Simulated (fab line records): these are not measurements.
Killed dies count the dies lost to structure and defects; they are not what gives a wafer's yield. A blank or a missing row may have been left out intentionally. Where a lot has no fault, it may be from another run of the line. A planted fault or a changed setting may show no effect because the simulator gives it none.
Which tool did it? | flow n5_finfet | 9 lots, 25 wafers sampled, at 7 steps of a route of 1938

## WHAT THE GAUGES SHOWED, per wafer
N5_BEOL_M4_RC_MEAS_101. Usual: DIBL_N 36.6 mV/V, standard deviation 2.1; DIBL_P 36.3 mV/V, standard deviation 2.2; IOFF_N 0.16 nA/um, standard deviation 0.036; IOFF_P 0.21 nA/um, standard deviation 0.038; ION_N 671 uA/um, standard deviation 12; ION_P 460 uA/um, standard deviation 7.5; SS_N 71.8 mV/dec, standard deviation 0.72; SS_P 73.3 mV/dec, standard deviation 0.72; VT_N 250 mV, standard deviation 3.2; VT_P -250 mV, standard deviation 3.5.
lot  | measured     | on        | DIBL_N (mV/V)  | DIBL_P (mV/V)  | IOFF_N (nA/um) | IOFF_P (nA/um) | ION_N (uA/um) | ION_P (uA/um) | SS_N (mV/dec)  | SS_P (mV/dec)  | VT_N (mV)   | VT_P (mV)      | flag
L574 | day 7 18:29  | prober-02 | 40.1 35.0 37.9 | 39.8 35.4 38.1 | 0.20 0.12 0.16 | 0.21 0.16 0.19 | 675 655 669   | 456 453 456   | 72.6 71.2 71.4 | 73.9 72.8 73.9 | 248 253 252 | -254 -257 -257 |
L575 | day 8 03:50  | prober-01 | 39.8 37.9 39.4 | 37.1 35.5 36.5 | 0.20 0.17 0.19 | 0.26 0.24 0.25 | 678 679 666   | 469 473 460   | 72.1 71.9 72.7 | 73.7 73.5 73.9 | 249 247 247 | -245 -246 -246 |
L578 | day 8 17:33  | prober-01 | 39.1 34.7 33.8 | 39.6 33.7 33.0 | 0.20 0.13 0.11 | 0.25 0.17 0.15 | 683 654 656   | 458 451 454   | 72.3 71.3 70.9 | 74.0 72.3 72.3 | 249 252 252 | -247 -252 -255 |
L581 | day 9 20:33  | prober-02 | 38.0 39.1 40.2 | 36.7 37.5 38.5 | 0.17 0.18 0.21 | 0.23 0.24 0.26 | 659 674 673   | 459 465 461   | 72.0 72.2 72.8 | 73.5 73.8 73.4 | 249 248 245 | -247 -248 -247 |
L584 | day 10 07:31 | prober-01 | 32.1 36.3 36.9 | 31.7 35.6 36.6 | 0.12 0.18 0.18 | 0.17 0.24 0.25 | 668 686 673   | 470 471 465   | 69.9 72.0 72.1 | 72.2 73.1 73.4 | 253 248 248 | -250 -247 -246 |
L586 | day 10 11:11 | prober-01 | 36.3 38.9      | 36.0 39.8      | 0.15 0.22      | 0.20 0.26      | 648 677       | 449 462       | 71.5 72.6      | 72.8 73.6      | 251 246     | -248 -245      |
L587 | day 11 02:44 | prober-01 | 40.5 42.0 40.0 | 39.9 42.1 37.6 | 0.23 0.27 0.20 | 0.26 0.30 0.21 | 696 694 666   | 469 470 452   | 72.1 73.8 73.2 | 74.7 74.8 73.8 | 244 246 249 | -249 -244 -251 |
L589 | day 11 07:45 | prober-02 | 36.7 36.1 38.2 | 37.9 37.2 38.9 | 0.18 0.16 0.19 | 0.20 0.19 0.22 | 693 675 673   | 467 455 460   | 71.2 70.8 72.4 | 73.5 73.3 73.5 | 249 250 251 | -253 -253 -248 |
L592 | day 12 11:01 | prober-02 | 34.1 36.6      | 35.0 37.4      | 0.13 0.18      | 0.18 0.21      | 680 669       | 464 456       | 71.4 72.4      | 72.3 73.0      | 249 249     | -251 -252      |

N5_BEOL_M15_OVL_MEAS_29. Usual: M15_OVL 0 nm, standard deviation 5.4.
lot  | measured     | on         | M15_OVL (nm) | flag
L574 | day 11 05:11 | overlay-02 | -2 4 -12     |
L575 | day 11 07:02 | overlay-02 | -4 3 -3      |
L578 | day 12 01:42 | overlay-02 | 9 13 10      |
L581 | day 13 07:40 | overlay-01 | 4 -1 0       |
L584 | day 13 18:04 | overlay-01 | 10 9 4       |
L586 | day 13 19:58 | overlay-02 | 2 3          |
L587 | day 14 09:25 | overlay-02 | -2 3 -5      |
L589 | day 14 13:11 | overlay-01 | 1 3 8        |
L592 | day 15 21:32 | overlay-01 | -8 2         |

N5_BEOL_M15_THK_MEAS_50: measures by xrf. Usual: M15_THK 861 nm, standard deviation 18.
lot  | measured     | on            | M15_THK (nm) | flag
L574 | day 11 08:38 | film_metro-02 | 874 872 886  |
L575 | day 11 09:07 | film_metro-02 | 881 861 847  |
L578 | day 12 04:40 | film_metro-02 | 866 869 868  |
L581 | day 13 09:38 | film_metro-02 | - - -        | OFF
L584 | day 13 21:54 | film_metro-01 | - - -        | OFF
L586 | day 14 01:17 | film_metro-01 | 861 850      |
L587 | day 14 12:13 | film_metro-02 | 847 828 867  |
L589 | day 14 17:35 | film_metro-02 | 857 827 820  |
L592 | day 16 02:46 | film_metro-01 | 844 866      |

N5_BEOL_M15_RS_MEAS_54: measurement is done with a four-point probe. Usual: M15_RS 0.0214 ohm/sq, standard deviation 0.00043.
lot  | measured     | on            | M15_RS (ohm/sq)      | flag
L574 | day 11 08:46 | film_metro-02 | 0.0213 0.0215 0.0211 |
L575 | day 11 09:15 | film_metro-02 | 0.0210 0.0215 0.0220 |
L578 | day 12 04:47 | film_metro-02 | 0.0213 0.0213 0.0212 |
L581 | day 13 09:46 | film_metro-02 | 32.547 31.911 32.453 | OFF
L584 | day 13 22:02 | film_metro-02 | 32.675 31.325 32.712 | OFF
L586 | day 14 01:25 | film_metro-02 | 0.0215 0.0216        |
L587 | day 14 12:21 | film_metro-02 | 0.0218 0.0222 0.0212 |
L589 | day 14 17:43 | film_metro-01 | 0.0214 0.0222 0.0224 |
L592 | day 16 02:54 | film_metro-01 | 0.0217 0.0211        |

## TOOL THAT RAN EACH LOT (tool first, then ch and the chambers of the sampled wafers, then the start)
lot  | N5_BEOL_M15_TRENCH_ETCH_34         | N5_BEOL_M15_DEGAS_41         | N5_BEOL_M15_SPUTTER_45
L574 | rie_diel-03 ch 0,1,3, day 11 05:32 | pvd_sputter-03, day 11 07:16 | pvd_sputter-03, day 11 07:31
L575 | rie_diel-05 ch 0,1,3, day 11 07:10 | pvd_sputter-03, day 11 07:44 | pvd_sputter-03, day 11 07:59
L578 | rie_diel-03 ch 0,2, day 12 02:01   | pvd_sputter-02, day 12 03:28 | pvd_sputter-02, day 12 03:43
L581 | rie_diel-03 ch 1,3, day 13 07:49   | pvd_sputter-01, day 13 08:27 | pvd_sputter-01, day 13 08:41
L584 | rie_diel-05 ch 0,1,2, day 13 18:13 | pvd_sputter-01, day 13 20:43 | pvd_sputter-01, day 13 20:57
L586 | rie_diel-03 ch 2,3, day 13 20:07   | pvd_sputter-03, day 14 00:05 | pvd_sputter-03, day 14 00:20
L587 | rie_diel-06 ch 0,1,3, day 14 09:43 | pvd_sputter-03, day 14 11:02 | pvd_sputter-03, day 14 11:16
L589 | rie_diel-06 ch 0,1,3, day 14 13:20 | pvd_sputter-01, day 14 16:15 | pvd_sputter-01, day 14 16:29
L592 | rie_diel-03 ch 1,3, day 15 22:08   | pvd_sputter-01, day 16 01:10 | pvd_sputter-01, day 16 01:25
- N5_BEOL_M15_TRENCH_ETCH_34: etches SiO2 in C4F8/O2/Ar, target depth 872.93 nm, time 199 s.
- N5_BEOL_M15_DEGAS_41: time 60 s.
- N5_BEOL_M15_SPUTTER_45: material Cu, target thk 100 nm, time 16.67 s.

## AS READ BY THE TOOLS THEMSELVES (means over the sampled wafers that have a number; for cases with no such wafer, the mark the record gives instead)
N5_BEOL_M15_TRENCH_ETCH_34. Usual: chamber_pressure_mTorr 20.000 mTorr, standard deviation 0.018; drypump_motor_current_A 5.7 A, standard deviation 0.31; oes_product_au 0.78 a.u., standard deviation 0.087; rf_vpp_V 2228 V, standard deviation 35; showerhead_plenum_p_Torr 3.46 Torr, standard deviation 0.12; throttle_valve_pct 31.02 %, standard deviation 0.26.
lot  | tool        | chamber_pressure_mTorr (mTorr) | drypump_motor_current_A (A) | oes_product_au (a.u.) | rf_vpp_V (V) | showerhead_plenum_p_Torr (Torr) | throttle_valve_pct (%) | flag
L574 | rie_diel-03 | 20.033                         | 5.6                         | 0.71                  | 2225         | 3.37                            | 31.14                  |
L575 | rie_diel-05 | 20.002                         | 5.9                         | 0.77                  | 2255         | 3.44                            | 30.86                  |
L578 | rie_diel-03 | 19.994                         | 5.5                         | 0.83                  | 2252         | 3.56                            | 30.94                  |
L581 | rie_diel-03 | 19.992                         | 5.6                         | 0.71                  | 2204         | 3.37                            | 31.20                  |
L584 | rie_diel-05 | 19.992                         | 5.7                         | 0.76                  | 2232         | 3.38                            | 30.75                  |
L586 | rie_diel-03 | 19.991                         | 5.4                         | 0.78                  | 2220         | 3.53                            | 31.07                  |
L587 | rie_diel-06 | 20.014                         | 5.8                         | 0.75                  | 2205         | 3.47                            | 31.16                  |
L589 | rie_diel-06 | 19.993                         | 5.8                         | 0.74                  | 2205         | 3.47                            | 31.16                  |
L592 | rie_diel-03 | 19.997                         | 5.7                         | 0.69                  | 2211         | 3.33                            | 31.20                  |

N5_BEOL_M15_DEGAS_41. Usual: heater_power_w 447 W, standard deviation 49.
lot  | tool           | heater_power_w (W) | flag
L574 | pvd_sputter-03 | 455                |
L575 | pvd_sputter-03 | 434                |
L578 | pvd_sputter-02 | 465                |
L581 | pvd_sputter-01 | 493                |
L584 | pvd_sputter-01 | 455                |
L586 | pvd_sputter-03 | 376                |
L587 | pvd_sputter-03 | 395                |
L589 | pvd_sputter-01 | 492                |
L592 | pvd_sputter-01 | 470                |

N5_BEOL_M15_SPUTTER_45. Usual: bias_v 60.1 V, standard deviation 0.65; cathode_dc_power_W 26000 W, standard deviation 4.7; chuck_sensor_temp_C -15.9 C, standard deviation 0.46; throttle_valve_pct 29.9 %, standard deviation 0.92.
lot  | tool           | bias_v (V) | cathode_dc_power_W (W) | chuck_sensor_temp_C (C) | throttle_valve_pct (%) | flag
L574 | pvd_sputter-03 | 60.1       | 26009                  | -16.2                   | 29.9                   |
L575 | pvd_sputter-03 | 60.2       | 26001                  | -15.9                   | 29.8                   |
L578 | pvd_sputter-02 | 60.0       | 26001                  | -15.9                   | 30.0                   |
L581 | pvd_sputter-01 | -          | -                      | -                       | -                      | OFF
L584 | pvd_sputter-01 | -          | -                      | -                       | -                      | OFF
L586 | pvd_sputter-03 | 60.2       | 25996                  | -15.8                   | 30.4                   |
L587 | pvd_sputter-03 | 58.9       | 25996                  | -15.9                   | 30.4                   |
L589 | pvd_sputter-01 | 60.1       | 26000                  | -15.8                   | 30.1                   |
L592 | pvd_sputter-01 | 59.6       | 25998                  | -15.6                   | 29.3                   |

## THE ANSWER, worked out from the rows above alone
Rule: a lot is off if the mean of its wafers that have a number lies more than 3 standard deviations from the usual mean. A lot without any number at a reading at which 4 lots or more have one is off too. The other lots that the step has rows for count as sound. After the gauges, taken in route order, come the tools' own readings; for these a lot's mean is taken, as printed above. The first step at which some lot is off is used, and at that step the reading that is off furthest; a lot without a number counts as furthest.
Off: L581, L584, seen at N5_BEOL_M15_THK_MEAS_50 (M15_THK). Without a number there: L581, L584.
If a tool, at a process step before that reading, ran all the lots that are off and no sound lot after the first of them, it fits. Not tried: the gauges at N5_BEOL_M15_THK_MEAS_50; whatever is off there is also off at N5_BEOL_M15_SPUTTER_45, on other tools, and gauge error can't account for it. No candidate that was tried fits.

## WHAT THE SIMULATOR PUT IN
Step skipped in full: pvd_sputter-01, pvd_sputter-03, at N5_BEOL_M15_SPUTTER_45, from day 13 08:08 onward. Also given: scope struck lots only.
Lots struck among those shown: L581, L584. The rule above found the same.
